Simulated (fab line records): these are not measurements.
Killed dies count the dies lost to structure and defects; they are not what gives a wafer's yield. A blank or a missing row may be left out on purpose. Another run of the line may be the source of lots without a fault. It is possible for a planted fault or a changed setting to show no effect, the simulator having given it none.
2 desks, one fault | flow n5 finfet | each desk has only its own numbers; what lay behind them comes last

TOOL OWNER'S DESK, rie si-01
The tool's own readings at N5_FIN_SAQP_ETCH_65 (etches SiO2 in CF4, target depth 4 nm, time 4.4 s): means of the sampled wafers that have a number, for each lot that ran on this tool. A lot is out of limits, marked OUT, if its mean lies more than 4 standard deviations from the usual mean; the brackets give that distance.
Columns: A = drypump motor current A at N5_FIN_SAQP_ETCH_65, usual 5.7 A; B = oes product au at N5_FIN_SAQP_ETCH_65, usual 0.993 a.u.; C = throttle valve pct at N5_FIN_SAQP_ETCH_65, usual 21.72 %
lot  | first seen here | A   | B                | C
L640 | day 3 13:32     | 5.6 | 0.980            | 21.84
L646 | day 5 01:47     | 5.4 | 1.120 (+7.5) OUT | 21.76
L648 | day 5 13:46     | 5.6 | 1.059            | 21.66
This desk's verdict: out of limits on L646, starting with L646 at day 5 01:47 (oes product au at N5_FIN_SAQP_ETCH_65). In limits: L640, L648.

FROM THE METROLOGY DESK
What the gauges read, lot by lot, whatever tool the lot ran on: means of the sampled wafers that have a number. A lot is out of limits, marked OUT, if its mean lies more than 4 standard deviations from the usual mean; the brackets give that distance. 7 of its 11 readings are shown, namely those furthest out on some lot.
Columns: A = cd nm at N5_FIN_SAQP_CD_MEAS_27, usual 20.33 nm; B = DIBL_N at N5_BEOL_M4_RC_MEAS_101, usual 36.0 mV/V; C = ION_N at N5_BEOL_M4_RC_MEAS_101, usual 670 uA/um; D = SS_N at N5_BEOL_M4_RC_MEAS_101, usual 71.5 mV/dec; E = SS_P at N5_BEOL_M4_RC_MEAS_101, usual 73.2 mV/dec; F = VT_N at N5_BEOL_M4_RC_MEAS_101, usual 251 mV; G = VT_P at N5_BEOL_M4_RC_MEAS_101, usual -252 mV
lot  | first seen here | A     | B    | C   | D    | E    | F   | G
L634 | day 2 00:41     | 20.28 | 35.7 | 672 | 71.3 | 73.7 | 249 | -247
L640 | day 3 13:23     | 20.12 | 37.0 | 681 | 71.6 | 73.4 | 249 | -253
L646 | day 5 01:30     | 20.32 | 37.4 | 672 | 71.9 | 73.1 | 248 | -254
L648 | day 5 13:37     | 20.38 | 34.4 | 678 | 70.9 | 72.7 | 248 | -250
L656 | day 7 11:34     | 20.64 | 34.3 | 666 | 71.3 | 72.9 | 252 | -251
L657 | day 7 17:51     | 20.46 | 35.4 | 666 | 72.1 | 73.1 | 250 | -254
This desk found nothing out of limits on any of the 6 lots.

TAKEN TOGETHER
The tool owner's desk had the chance to raise an alarm at day 5 01:47 on L646.
Nothing out of limits was seen by the metrology desk.
The metrology desk holds a record of L646, inside its limits.
All the named lots went through N5_FIN_SAQP_ETCH_65 on rie si-01.

WHAT WAS PUT IN BY THE SIMULATOR
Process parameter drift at N5_FIN_SAQP_ETCH_65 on rie si-01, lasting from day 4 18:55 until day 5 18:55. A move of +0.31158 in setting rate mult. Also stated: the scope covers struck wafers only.
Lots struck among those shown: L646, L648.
Delay in hours, fault start to first out-of-limits reading, by desk: the tool owner's desk at 7.
